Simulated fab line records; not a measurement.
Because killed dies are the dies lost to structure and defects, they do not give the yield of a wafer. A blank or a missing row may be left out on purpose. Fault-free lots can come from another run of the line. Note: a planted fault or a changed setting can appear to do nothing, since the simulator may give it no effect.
Which of the tools did it? | flow n5_finfet | 28 wafers from 10 lots sampled at 5 of the route's 1938 steps

## WHAT THE GAUGES READ, wafer by wafer
N5_BEOL_M12_THK_MEAS_01. Usual: for M12_ILD_THK the level is 655 nm and the standard deviation is 11.
lot  | measured     | on            | M12_ILD_THK (nm) | flag
L339 | day 11 18:29 | film_metro-02 | 645 668 664      |
L345 | day 13 03:56 | film_metro-01 | 653 677 665      |
L347 | day 13 08:05 | film_metro-01 | 846 662 836      | OFF
L348 | day 13 12:14 | film_metro-02 | 656 838          | OFF
L354 | day 14 20:46 | film_metro-01 | 666 664 672      |
L352 | day 15 02:24 | film_metro-01 | 660 668 653      |
L357 | day 15 17:51 | film_metro-01 | 654 642 648      |
L355 | day 16 06:55 | film_metro-01 | 637 638 655      |
L360 | day 16 11:44 | film_metro-02 | 652 652 660      |
L361 | day 17 00:06 | film_metro-02 | 649 646          |

N5_BEOL_M12_CD_MEAS_10: the cd target is 140 nm. Usual: cd_nm 139.8 nm, standard deviation 2.8.
lot  | measured     | on        | cd_nm (nm)        | flag
L339 | day 11 18:56 | cd_sem-03 | 135.9 134.8 137.2 |
L345 | day 13 04:23 | cd_sem-01 | 140.1 142.7 142.4 |
L347 | day 13 08:31 | cd_sem-01 | 135.4 140.5 138.5 |
L348 | day 13 12:32 | cd_sem-02 | 135.0 137.8       |
L354 | day 14 21:04 | cd_sem-01 | 139.5 143.0 138.3 |
L352 | day 15 02:50 | cd_sem-01 | 140.6 145.4 137.9 |
L357 | day 15 18:17 | cd_sem-02 | 140.0 142.5 139.3 |
L355 | day 16 07:13 | cd_sem-01 | 136.4 144.5 139.0 |
L360 | day 16 12:14 | cd_sem-03 | 143.1 143.0 139.0 |
L361 | day 17 00:24 | cd_sem-01 | 135.5 138.7       |

## WHICH TOOL RAN EACH LOT (tool, then ch and the chambers of the sampled wafers, then the start)
lot  | N5_BEOL_M11_ETCH_65                | N5_BEOL_M11_CURE_72           | N5_BEOL_M12_ILD_DEP_00
L339 | rie_diel-04 ch 0,2,3, day 11 14:07 | uv_cure-01 ch 0, day 11 14:46 | pecvd-02 ch 0,1, day 11 18:21
L345 | rie_diel-03 ch 0,1, day 12 23:31   | uv_cure-01 ch 1, day 13 00:23 | pecvd-02 ch 0,2, day 13 03:48
L347 | rie_diel-06 ch 1,3, day 13 04:38   | uv_cure-02 ch 1, day 13 05:22 | pecvd-03 ch 0,1,2, day 13 07:57
L348 | rie_diel-04 ch 0,1, day 13 07:21   | uv_cure-01 ch 0, day 13 08:10 | pecvd-03 ch 0,2, day 13 12:09
L354 | rie_diel-04 ch 0,1,2, day 14 15:37 | uv_cure-03 ch 2, day 14 16:16 | pecvd-01 ch 1,2, day 14 20:38
L352 | rie_diel-04 ch 0,2, day 14 20:55   | uv_cure-02 ch 0, day 14 21:34 | pecvd-02 ch 1,2, day 15 02:16
L357 | rie_diel-04 ch 0,3, day 15 13:44   | uv_cure-03 ch 0, day 15 14:23 | pecvd-02 ch 0,2, day 15 17:43
L355 | rie_diel-06 ch 1,2,3, day 16 03:14 | uv_cure-03 ch 0, day 16 03:54 | pecvd-03 ch 0,1,2, day 16 06:46
L360 | rie_diel-06 ch 1,2, day 16 06:41   | uv_cure-01 ch 1, day 16 07:26 | pecvd-03 ch 0,1,2, day 16 11:36
L361 | rie_diel-06 ch 0,3, day 16 20:19   | uv_cure-02 ch 0, day 16 21:04 | pecvd-03 ch 1,2, day 16 23:58
- N5_BEOL_M11_ETCH_65: etches SiARC in CF4, target depth 39 nm, time 65 s.
- N5_BEOL_M11_CURE_72: cures SiCOH lowk, time 120 s.
- N5_BEOL_M12_ILD_DEP_00: deposits SiOC from DEMS/O2, target thk 658.92 nm, time 130.7 s.

## WHAT THE TOOLS THEMSELVES READ (means of the sampled wafers that have a number; where no wafer has one, the mark that the record gives instead)
N5_BEOL_M11_ETCH_65. Usual: drypump_motor_current_A 5.6 A, standard deviation 0.43; etch_rf_on_time_s 65.7 s, standard deviation 2.3; oes_product_au 0.68 a.u., standard deviation 0.074; rf_vpp_V 184.0 V, standard deviation 1.1; showerhead_plenum_p_Torr 2.14 Torr, standard deviation 0.065; throttle_valve_pct 15.67 %, standard deviation 0.18.
lot  | tool        | drypump_motor_current_A (A) | etch_rf_on_time_s (s) | oes_product_au (a.u.) | rf_vpp_V (V) | showerhead_plenum_p_Torr (Torr) | throttle_valve_pct (%) | flag
L339 | rie_diel-04 | 5.6                         | 65.1                  | 0.63                  | 183.8        | 2.08                            | 15.83                  |
L345 | rie_diel-03 | 5.3                         | 67.7                  | 0.68                  | 184.9        | 2.22                            | 15.71                  |
L347 | rie_diel-06 | 6.0                         | 65.6                  | 0.66                  | 183.0        | 2.15                            | 15.64                  |
L348 | rie_diel-04 | 5.6                         | 64.2                  | 0.59                  | 184.2        | 2.11                            | 15.82                  |
L354 | rie_diel-04 | 5.6                         | 63.7                  | 0.66                  | 184.6        | 2.16                            | 15.77                  |
L352 | rie_diel-04 | 5.8                         | 62.7                  | 0.73                  | 185.5        | 2.22                            | 15.75                  |
L357 | rie_diel-04 | 5.4                         | 65.3                  | 0.65                  | 183.3        | 2.08                            | 15.73                  |
L355 | rie_diel-06 | 6.0                         | 64.7                  | 0.69                  | 183.1        | 2.12                            | 15.66                  |
L360 | rie_diel-06 | 5.9                         | 64.2                  | 0.71                  | 183.4        | 2.10                            | 15.62                  |
L361 | rie_diel-06 | 5.7                         | 68.0                  | 0.66                  | 183.7        | 2.12                            | 15.58                  |

N5_BEOL_M11_CURE_72. Usual: lamp_power_pct 52.31 %, standard deviation 0.057; wafer_temp_C_max 371.8, standard deviation 0.73.
lot  | tool       | lamp_power_pct (%) | wafer_temp_C_max | flag
L339 | uv_cure-01 | 52.35              | 371.4            |
L345 | uv_cure-01 | 52.33              | 371.6            |
L347 | uv_cure-02 | 52.33              | 371.6            |
L348 | uv_cure-01 | 52.31              | 371.4            |
L354 | uv_cure-03 | 52.35              | 372.5            |
L352 | uv_cure-02 | 52.31              | 373.3            |
L357 | uv_cure-03 | 52.35              | 371.3            |
L355 | uv_cure-03 | 52.34              | 370.9            |
L360 | uv_cure-01 | 52.31              | 371.7            |
L361 | uv_cure-02 | 52.38              | 372.9            |

N5_BEOL_M12_ILD_DEP_00. Usual: heater_power_w 472 W, standard deviation 100; run_length_s 175.6 s, standard deviation 0.53; showerhead_plenum_p_Torr 5.689 Torr, standard deviation 0.016; throttle_valve_pct 12.2 %, standard deviation 1.3.
lot  | tool     | heater_power_w (W) | run_length_s (s) | showerhead_plenum_p_Torr (Torr) | throttle_valve_pct (%) | flag
L339 | pecvd-02 | 458                | 175.9            | 5.709                           | 11.4                   |
L345 | pecvd-02 | 437                | 175.6            | 5.709                           | 11.4                   |
L347 | pecvd-03 | 483                | 200.7            | 5.681                           | 12.7                   | OFF
L348 | pecvd-03 | 540                | 194.3            | 5.678                           | 12.8                   | OFF
L354 | pecvd-01 | 382                | 175.7            | 5.691                           | 12.2                   |
L352 | pecvd-02 | 559                | 174.7            | 5.701                           | 11.5                   |
L357 | pecvd-02 | 520                | 175.1            | 5.708                           | 11.2                   |
L355 | pecvd-03 | 466                | 175.7            | 5.682                           | 12.7                   |
L360 | pecvd-03 | 481                | 175.8            | 5.686                           | 12.8                   |
L361 | pecvd-03 | 462                | 176.3            | 5.673                           | 11.4                   |

## THE ANSWER, worked out from the rows above alone
Rule: lot off if the mean of its wafers having a number is beyond 3 standard deviations from the usual mean. A lot without any number at a reading at which 4 lots or more have one is off too. Any other lot the step has rows for is counted as sound. Order of review: gauges by route order, followed by the tools' own readings, for which a lot's mean as printed above is used. The first step at which some lot is off is used, and at that step the reading that is off furthest; a lot without a number counts as furthest.
Off: at N5_BEOL_M12_THK_MEAS_01 (M12_ILD_THK), L347, L348.
If a tool, at a process step before that reading, ran all the lots that are off and no sound lot after the first of them, it fits. The gauges at N5_BEOL_M12_THK_MEAS_01 aren't tried: what is off there is off at N5_BEOL_M12_ILD_DEP_00 too, on other tools, and a gauge's error can't cause that. Of those tried, none fits.

## WHAT HAD BEEN PUT IN BY THE SIMULATOR
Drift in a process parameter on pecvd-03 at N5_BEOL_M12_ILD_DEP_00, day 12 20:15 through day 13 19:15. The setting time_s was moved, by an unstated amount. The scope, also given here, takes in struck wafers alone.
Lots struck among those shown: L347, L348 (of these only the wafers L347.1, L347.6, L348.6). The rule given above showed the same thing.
